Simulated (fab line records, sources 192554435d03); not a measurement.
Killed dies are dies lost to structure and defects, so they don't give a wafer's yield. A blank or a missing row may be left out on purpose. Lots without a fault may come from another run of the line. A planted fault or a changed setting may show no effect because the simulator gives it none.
A struck lot beside a sound one | flow n5_finfet | 37 steps out of a route of 1938
Sound: wafers L735.1, L735.3, L735.5. Struck: wafer L746.1. (L746.2, L746.6 of the same lot were not struck and are left out.) The cause comes at the end.
At each step with rows: each side's tool, then ch and its chambers, then its first start. Under that, the readings that differ: sound wafers | struck wafers | difference of the means | sigmas: that difference in standard deviations of wafers without a fault.
alike: readings whose means differ by less than 2 such deviations, and words and numbers that are the same on both sides. not compared: withheld readings, readings that some wafer has no value for, bounds like >300 that may hide the same value, and numbers for which the record gives no deviation and whose values overlap.
The two part at a step that has a row with sigmas, a row that says differs or no value, or rows on one side only. Numbers that don't overlap but have no deviation are shown without sigmas and don't part them. A reading that every wafer of one side lacks parts them only if that side has two wafers or more.

first, 8 steps without rows for these wafers: N5_BEOL_M0_ANNEAL_119 (time 90 s); N5_BEOL_M0_CMP_120 (polishes, stops on SiOC, t overpolish 6.9 s); N5_BEOL_M0_PRE_CLEAN_131 (time 15 s); N5_BEOL_M0_CO_CAP_123 (material Co, precursor CCTBA/H2, target thk 2 nm, time 102.1 s); N5_BEOL_M0_PRE_CLEAN_124 (time 15 s); N5_BEOL_M0_DEP_125 (deposits SiCN from 3MS/NH3, target thk 8 nm, time 14 s); N5_BEOL_M1_ILD_DEP_00 (deposits SiOC from DEMS/O2, target thk 79 nm, time 15.3 s); N5_BEOL_M1_PECVD_72 (deposits SiO2 from TEOS/O2, target thk 16 nm, time 18 s).
N5_BEOL_M1_HM_DEP_02: deposits TiN, target thk 20 nm.
  sound on pvd_sputter-01, day 6 10:05; struck on pvd_sputter-01, day 9 06:17
  reading                                    | sound    | struck | difference | sigmas
  model.TiN_of_BEOL_M1_HM_DEP_02.thk_nm (nm) | 20 20 20 | 9.4    | -10.6      |
  alike: throttle_valve_pct
then, 16 steps without rows for these wafers: N5_BEOL_M1_COAT_61 (time 60 s, resist thk 60 nm); N5_BEOL_M1_COAT_62 (time 60 s, resist thk 12 nm); N5_BEOL_M1_COAT_73 (time 60 s, resist thk 5 nm); N5_BEOL_M1_COAT_05 (resist thk 30 nm); N5_BEOL_M1_EBR_07; N5_BEOL_M1_SOFTBAKE_06 (time 60 s); N5_BEOL_M1_EXPOSE_08 (exposes mask M1); N5_BEOL_M1_PEB_09 (peb time 60 s); N5_BEOL_M1_DEVELOP_10 (develop time 30 s); N5_BEOL_M1_DESCUM_16 (chemistry O2, time 7 s); N5_BEOL_M1_ETCH_74 (etches underlayer in N2/H2, target depth 6.5 nm, time 5.2 s); N5_BEOL_M1_ETCH_63 (etches SiARC in CF4, target depth 15.6 nm, time 26 s); N5_BEOL_M1_ETCH_64 (etches SOC in N2/H2, target depth 75 nm, overetch 15 nm, time 112.5 s); N5_BEOL_M1_STRIP_65 (strips in N2/H2); N5_BEOL_M1_STRIP_75 (strips in N2/H2); N5_BEOL_M1_STRIP_66 (strips in CF4).
N5_BEOL_M1_HM_OPEN_17: chemistry Cl2/BCl3, target TiN, target depth 20 nm, overetch 6 nm.
  sound on rie_metal-01 ch 0,1, day 6 10:50; struck on rie_metal-02 ch 0, day 9 07:18
  reading                  | sound             | struck | difference | sigmas
  oes_product_au (a.u.)    | 0.81 0.56 0.56    | 0.44   | -0.20      | -2
  throttle_valve_pct (%)   | 22.02 22.37 22.38 | 22.58  | +0.32      | +2
  model.etch.depth_nm (nm) | 20.09 20.09 20.02 | 9.377  | -10.690    |
  alike: drypump_motor_current_A, oes_ar_750_au
  not compared: rf_hours_counter_h
then, 8 steps without rows for these wafers: N5_BEOL_M1_STRIP_19 (strips in O2); N5_BEOL_M1_COAT_67 (time 60 s, resist thk 60 nm); N5_BEOL_M1_COAT_68 (time 60 s, resist thk 12 nm); N5_BEOL_M1_COAT_76 (time 60 s, resist thk 5 nm); N5_BEOL_M1_COAT_22 (resist thk 30 nm); N5_BEOL_M1_EBR_24; N5_BEOL_M1_SOFTBAKE_23 (time 60 s); N5_BEOL_M1_EXPOSE_25 (exposes mask V0, defocus 5 nm, target cd 24 nm).
N5_BEOL_M1_TRENCH_ETCH_37: etches SiOC in C4F6/O2, target depth 55.207 nm, time 29 s.
  sound on rie_diel-01 ch 0,2; struck on rie_diel-01 ch 2
  reading                                    | sound          | struck | difference | sigmas
  model.TiN_of_BEOL_M1_HM_DEP_02.thk_nm (nm) | 17.8 17.8 17.8 | 7.2    | -10.6      |
  alike: drypump_motor_current_A, oes_ar_750_au, oes_product_au, rf_vpp_V, showerhead_plenum_p_Torr, throttle_valve_pct
  not compared: rf_hours_counter_h
-- the record jumps here: 2 days lie between the struck wafers' starts before and after (it left off in module BEOL_M1 and takes up again in module BEOL_M4, whose first step shown is number 1111 of the route) --
N5_BEOL_M4_RC_MEAS_101:
  sound on prober-02 ch 0, day 8 17:15; struck on prober-01 ch 0, day 11 09:39
  alike: DIBL_N, DIBL_P, IOFF_N, IOFF_P, ION_N, ION_P, SS_N, SS_P, VT_N, VT_P
-- the record jumps here: 4 days lie between the struck wafers' starts before and after (it left off in module BEOL_M4 and takes up again in module PASSIVATION, whose first step shown is number 1936 of the route) --
N5_PASSIVATION_PROBE_49:
  sound on prober-01, day 12 16:25; struck on prober-01, day 15 20:08
  reading         | sound    | struck | difference | sigmas
  killed_at_M4_up | 24 14 17 | 30     | +12        | +2
  alike: defect_limited_yield, killed_at_M0_to_M3, killed_at_contacts, killed_at_front_end, killed_at_other, killed_dies, killed_open, killed_short, sort_bin_5_function, sort_bin_6_memory, sort_bin_8_speed, sort_n_pass, sort_yield_pct

WHERE THEY PART
First at N5_BEOL_M1_HM_OPEN_17; last, within this record, at N5_PASSIVATION_PROBE_49.

WHY: what the simulator had put in
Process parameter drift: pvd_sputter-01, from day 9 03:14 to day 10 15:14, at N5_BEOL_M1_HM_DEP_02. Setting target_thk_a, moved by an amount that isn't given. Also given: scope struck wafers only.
